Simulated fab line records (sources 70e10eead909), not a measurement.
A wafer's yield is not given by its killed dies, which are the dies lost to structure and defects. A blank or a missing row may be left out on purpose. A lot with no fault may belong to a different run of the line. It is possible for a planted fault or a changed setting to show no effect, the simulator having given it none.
Chamber matching | flow nand-harc | NHARC_A_STAIRCASE_ETCH_169 on rie-diel-13: 4 sister chambers
The step etches the open film in CH3F/O2, target depth 50 nm, time 107.1 s. 4 wafers are shown with their chamber, then 11 later ones without.

## WAFERS, EACH WITH ITS CHAMBER
wafer  | chamber | showerhead-plenum-p-Torr (Torr)
L089.1 | 3       | 2.44
L089.5 | 2       | 2.35
L091.6 | 1       | 2.63
L088.3 | 0       | 2.51

## WAFERS WITHOUT THEIR CHAMBER
wafer  | showerhead-plenum-p-Torr (Torr)
L088.4 | 2.44
L088.6 | 2.51
L090.1 | 2.63
L090.2 | 2.35
L090.3 | 2.51
L093.2 | 2.51
L093.4 | 2.43
L093.6 | 2.51
L096.1 | 2.43
L096.3 | 2.50
L096.5 | 2.43

## THE CHAMBER EACH PASSED THROUGH
wafer  | from the rows above | in truth
L088.4 | 3                   | 3
L088.6 | 0                   | 0
L090.1 | 1                   | 1
L090.2 | 2                   | 2
L090.3 | 0                   | 0
L093.2 | 0                   | 0
L093.4 | 3                   | 3
L093.6 | 0                   | 0
L096.1 | 3                   | 3
L096.3 | 0                   | 0
L096.5 | 3                   | 3
Placed correctly: 11 of 11. Can't be placed from these rows: 0. Wrongly placed: 0.
How it was worked out, from the rows above alone: a wafer's distance from a chamber is the root of the sum, over the readings, of the square of ((its reading less the chamber's mean) divided by the reading's scatter). The wafer belongs to the nearest chamber; if the next one is less than 2 further off, it can't be placed. For every chamber, the mean is computed from those of its wafers that are shown. The scatter: root of mean squared gap, hidden wafer to nearest shown wafer, with one shown wafer a chamber.
